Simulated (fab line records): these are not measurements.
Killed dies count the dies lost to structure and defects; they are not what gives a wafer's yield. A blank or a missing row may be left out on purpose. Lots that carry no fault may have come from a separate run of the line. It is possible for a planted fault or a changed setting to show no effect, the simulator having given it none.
Split-lot experiment    flow n5Finfet    on a route of 1938 steps: 7 lots, 39 wafers read

== ABOUT THE SPLIT ==
At N5_DUMMY_GATE_CVD_03 (deposits a-Si from SiH4, target thk 150 nm, time 8042 s), the setting timeS was moved away from the recipe's 8042 s on 24 of the 39 wafers read, by -1.6% to +1.5%. The other wafers ran this setting at the recipe's value.

The reading comes from the split's own step.

== THE READING ==
a-Si_of_DUMMY_GATE_CVD_03.thkNm (the simulator's own value, which no gauge read), in nm, at N5_DUMMY_GATE_CVD_03 (deposits a-Si from SiH4, target thk 150 nm, time 8042 s). The file gives no usual value for it. The 15 wafers here that ran the recipe average 149.9 nm, standard deviation 0.96 nm.

wafer   tool, chamber at the split  timeS as run, s  against the recipe  a-Si_of_DUMMY_GATE_CVD_03.thkNm, nm  against lot-mates on the recipe
L074.1  -, -                        8159             +1.5%               152.4                                no lot-mate on the recipe
L074.2  -, -                        8159             +1.5%               152                                  no lot-mate on the recipe
L074.3  -, -                        8159             +1.5%               150.6                                no lot-mate on the recipe
L074.4  -, -                        8159             +1.5%               151                                  no lot-mate on the recipe
L074.5  -, -                        8159             +1.5%               150.4                                no lot-mate on the recipe
L074.6  -, -                        8159             +1.5%               150.2                                no lot-mate on the recipe
L076.1  -, -                        8042             recipe              149                                  -
L076.4  -, -                        8042             recipe              149                                  -
L076.2  -, -                        8042             recipe              148.6                                -
L076.6  -, -                        8042             recipe              148.6                                -
L076.3  -, -                        8042             recipe              149.8                                -
L076.5  -, -                        8042             recipe              149.2                                -
L080.2  lpcvd-02, 1/95              8042             recipe              150                                  -
L080.5  lpcvd-02, 1/109             8042             recipe              150.6                                -
L080.6  lpcvd-02, 1/114             8042             recipe              152                                  -
L082.1  -, -                        8042             recipe              149.4                                -
L082.2  -, -                        8042             recipe              150.4                                -
L082.3  -, -                        8042             recipe              149.8                                -
L082.6  -, -                        8042             recipe              149.8                                -
L082.4  -, -                        8042             recipe              151.6                                -
L082.5  -, -                        8042             recipe              150                                  -
L084.1  -, -                        7931             -1.4%               144.6                                no lot-mate on the recipe
L084.2  -, -                        7931             -1.4%               146.8                                no lot-mate on the recipe
L084.4  -, -                        7931             -1.4%               146.8                                no lot-mate on the recipe
L084.3  -, -                        7931             -1.4%               146                                  no lot-mate on the recipe
L084.5  -, -                        7931             -1.4%               147.2                                no lot-mate on the recipe
L084.6  -, -                        7931             -1.4%               147.6                                no lot-mate on the recipe
L094.1  -, -                        7914             -1.6%               147.6                                no lot-mate on the recipe
L094.2  -, -                        7914             -1.6%               148.2                                no lot-mate on the recipe
L094.3  -, -                        7914             -1.6%               147.4                                no lot-mate on the recipe
L094.4  -, -                        7914             -1.6%               147.4                                no lot-mate on the recipe
L094.5  -, -                        7914             -1.6%               147.2                                no lot-mate on the recipe
L094.6  -, -                        7914             -1.6%               147                                  no lot-mate on the recipe
L097.1  -, -                        7932             -1.4%               146.6                                no lot-mate on the recipe
L097.2  -, -                        7932             -1.4%               146.2                                no lot-mate on the recipe
L097.3  -, -                        7932             -1.4%               146.4                                no lot-mate on the recipe
L097.4  -, -                        7932             -1.4%               146.8                                no lot-mate on the recipe
L097.5  -, -                        7932             -1.4%               147                                  no lot-mate on the recipe
L097.6  -, -                        7932             -1.4%               147.4                                no lot-mate on the recipe

FIT RESULTS
A straight line over all 39 wafers: a-Si_of_DUMMY_GATE_CVD_03.thkNm changes by +1.56 nm for each +1% of timeS; r = +0.86; the points scatter about the line by 1 nm.
Too few moved wafers have a lot-mate on the recipe to fit a line with each lot's own level taken away.

== THE FILE'S OWN FIT ==
a-Si_of_DUMMY_GATE_CVD_03.thkNm changes by +1.56 nm for each +1% of timeS, r = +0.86.
